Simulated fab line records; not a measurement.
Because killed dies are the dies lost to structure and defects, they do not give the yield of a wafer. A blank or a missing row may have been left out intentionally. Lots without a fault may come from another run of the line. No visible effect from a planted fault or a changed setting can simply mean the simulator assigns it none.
Split-lot experiment / flow n5 finfet / route with 1938 steps; 7 lots, 21 wafers read

## THE SPLIT
At N5_MOL_CONTACT_COAG_PECVD_31 (deposits SiO2 from TEOS/O2, target thk 46 nm, time 8.9 s), the setting temp c was moved away from the recipe's 400 C on 9 of the 21 wafers read, by -3.7% to +4.2%. All remaining wafers had this setting at the recipe value.

The reading comes from the split's own step.

## THE READING
SiO2_of_MOL_CONTACT_COAG_PECVD_31.thk nm (the simulator's own value, which no gauge read), in nm, at N5_MOL_CONTACT_COAG_PECVD_31 (deposits SiO2 from TEOS/O2, target thk 46 nm, time 8.9 s). There is no usual value for it anywhere in the file. Here, 12 wafers ran the recipe; their average is 46.7 nm with a standard deviation of 0.45 nm.

wafer=L077.1; tool, chamber at the split=pecvd-01, 1; temp c as run, C=416.9; against the recipe=+4.2%; SiO2_of_MOL_CONTACT_COAG_PECVD_31.thk nm, nm=41.4; against lot-mates on the recipe=-5.6
wafer=L077.3; tool, chamber at the split=pecvd-01, 0; temp c as run, C=416.9; against the recipe=+4.2%; SiO2_of_MOL_CONTACT_COAG_PECVD_31.thk nm, nm=40.4; against lot-mates on the recipe=-6.6
wafer=L077.5; tool, chamber at the split=pecvd-01, 1; temp c as run, C=400; against the recipe=recipe; SiO2_of_MOL_CONTACT_COAG_PECVD_31.thk nm, nm=47; against lot-mates on the recipe=-
wafer=L082.1; tool, chamber at the split=pecvd-04, 2; temp c as run, C=400; against the recipe=recipe; SiO2_of_MOL_CONTACT_COAG_PECVD_31.thk nm, nm=46.2; against lot-mates on the recipe=-
wafer=L082.3; tool, chamber at the split=pecvd-04, 0; temp c as run, C=410.1; against the recipe=+2.5%; SiO2_of_MOL_CONTACT_COAG_PECVD_31.thk nm, nm=43.8; against lot-mates on the recipe=-2.9
wafer=L082.5; tool, chamber at the split=pecvd-04, 2; temp c as run, C=400; against the recipe=recipe; SiO2_of_MOL_CONTACT_COAG_PECVD_31.thk nm, nm=47.2; against lot-mates on the recipe=-
wafer=L087.2; tool, chamber at the split=pecvd-01, 0; temp c as run, C=417; against the recipe=+4.2%; SiO2_of_MOL_CONTACT_COAG_PECVD_31.thk nm, nm=41; against lot-mates on the recipe=-5.4
wafer=L087.3; tool, chamber at the split=pecvd-01, 1; temp c as run, C=417; against the recipe=+4.2%; SiO2_of_MOL_CONTACT_COAG_PECVD_31.thk nm, nm=41.6; against lot-mates on the recipe=-4.8
wafer=L087.5; tool, chamber at the split=pecvd-01, 0; temp c as run, C=400; against the recipe=recipe; SiO2_of_MOL_CONTACT_COAG_PECVD_31.thk nm, nm=46.4; against lot-mates on the recipe=-
wafer=L092.3; tool, chamber at the split=pecvd-02, 2; temp c as run, C=400; against the recipe=recipe; SiO2_of_MOL_CONTACT_COAG_PECVD_31.thk nm, nm=46.6; against lot-mates on the recipe=-
wafer=L092.4; tool, chamber at the split=pecvd-02, 0; temp c as run, C=385.3; against the recipe=-3.7%; SiO2_of_MOL_CONTACT_COAG_PECVD_31.thk nm, nm=50; against lot-mates on the recipe=+3.4
wafer=L092.6; tool, chamber at the split=pecvd-02, 2; temp c as run, C=385.3; against the recipe=-3.7%; SiO2_of_MOL_CONTACT_COAG_PECVD_31.thk nm, nm=50.6; against lot-mates on the recipe=+4.0
wafer=L094.1; tool, chamber at the split=pecvd-04, 1,2; temp c as run, C=400; against the recipe=recipe; SiO2_of_MOL_CONTACT_COAG_PECVD_31.thk nm, nm=46.4; against lot-mates on the recipe=-
wafer=L094.3; tool, chamber at the split=pecvd-04, 1,2; temp c as run, C=400; against the recipe=recipe; SiO2_of_MOL_CONTACT_COAG_PECVD_31.thk nm, nm=46.4; against lot-mates on the recipe=-
wafer=L094.4; tool, chamber at the split=pecvd-04, 2; temp c as run, C=400; against the recipe=recipe; SiO2_of_MOL_CONTACT_COAG_PECVD_31.thk nm, nm=47; against lot-mates on the recipe=-
wafer=L095.1; tool, chamber at the split=pecvd-01, 1,2; temp c as run, C=392.6; against the recipe=-1.8%; SiO2_of_MOL_CONTACT_COAG_PECVD_31.thk nm, nm=48.4; against lot-mates on the recipe=+1.8
wafer=L095.2; tool, chamber at the split=pecvd-01, 1,2; temp c as run, C=392.6; against the recipe=-1.8%; SiO2_of_MOL_CONTACT_COAG_PECVD_31.thk nm, nm=48.4; against lot-mates on the recipe=+1.8
wafer=L095.3; tool, chamber at the split=pecvd-01, 0; temp c as run, C=400; against the recipe=recipe; SiO2_of_MOL_CONTACT_COAG_PECVD_31.thk nm, nm=46.6; against lot-mates on the recipe=-
wafer=L097.3; tool, chamber at the split=pecvd-01, 0; temp c as run, C=400; against the recipe=recipe; SiO2_of_MOL_CONTACT_COAG_PECVD_31.thk nm, nm=46.2; against lot-mates on the recipe=-
wafer=L097.4; tool, chamber at the split=pecvd-01, 0; temp c as run, C=400; against the recipe=recipe; SiO2_of_MOL_CONTACT_COAG_PECVD_31.thk nm, nm=46.8; against lot-mates on the recipe=-
wafer=L097.6; tool, chamber at the split=pecvd-01, 2; temp c as run, C=400; against the recipe=recipe; SiO2_of_MOL_CONTACT_COAG_PECVD_31.thk nm, nm=47.8; against lot-mates on the recipe=-
Rows listing several chambers each stand for several wafers; the file does not say which wafer went through which chamber.

THE FIT
A straight line over all 21 wafers: SiO2_of_MOL_CONTACT_COAG_PECVD_31.thk nm changes by -1.19 nm for each +1% of temp c; r = -0.98; the points scatter about the line by 0.54 nm.
The same after taking each lot's own level away (the mean of its wafers on the recipe; 21 wafers): -1.2 nm for each +1%; r = -0.98; scatter 0.54 nm.
That fit puts the effect of the largest move of temp c on the reading at 5.1 nm.
From 46.40 to 47.00 nm: that is the span of the lots' own levels, equal to 1.3 times the standard deviation above.
Consequently the slope shifts little with the lot-to-lot level, the two slopes agreeing.
Check: with one of the wafers moved furthest among these (+4.2%) left out of the fit, the line predicts -5.27 nm for it against its lot-mates. Against them it came out at -5.4 nm.

## THE OTHER SPLITS THESE WAFERS WENT THROUGH
These wafers also went through other splits before the reading. Each is held against what the fit with the lots' levels taken away leaves over:
other split on the same wafers=N5_SD_EPI_N_DESCUM_14 time s; wafers away from the commonest value=9; r with SiO2_of_MOL_CONTACT_COAG_PECVD_31.thk nm (lot level and that fit taken away)=+0.10
other split on the same wafers=N5_SDB_COAT_05 spin rpm; wafers away from the commonest value=8; r with SiO2_of_MOL_CONTACT_COAG_PECVD_31.thk nm (lot level and that fit taken away)=-0.24
other split on the same wafers=N5_HKMG_FIN_DESCUM_53 time s; wafers away from the commonest value=9; r with SiO2_of_MOL_CONTACT_COAG_PECVD_31.thk nm (lot level and that fit taken away)=-0.04
other split on the same wafers=N5_HKMG_FIN_ETCH_58 source w; wafers away from the commonest value=9; r with SiO2_of_MOL_CONTACT_COAG_PECVD_31.thk nm (lot level and that fit taken away)=-0.03
other split on the same wafers=N5_HKMG_FIN_PEB_10 peb time s; wafers away from the commonest value=8; r with SiO2_of_MOL_CONTACT_COAG_PECVD_31.thk nm (lot level and that fit taken away)=+0.13
other split on the same wafers=N5_HKMG_FIN_DEVELOP_11 develop time s; wafers away from the commonest value=8; r with SiO2_of_MOL_CONTACT_COAG_PECVD_31.thk nm (lot level and that fit taken away)=+0.45
other split on the same wafers=N5_GATE_CUT_CUT_ETCH_53 icp w; wafers away from the commonest value=7; r with SiO2_of_MOL_CONTACT_COAG_PECVD_31.thk nm (lot level and that fit taken away)=-0.19

## FILE'S OWN FIT
SiO2_of_MOL_CONTACT_COAG_PECVD_31.thk nm changes by -1.21 nm for each +1% of temp c, r = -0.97.
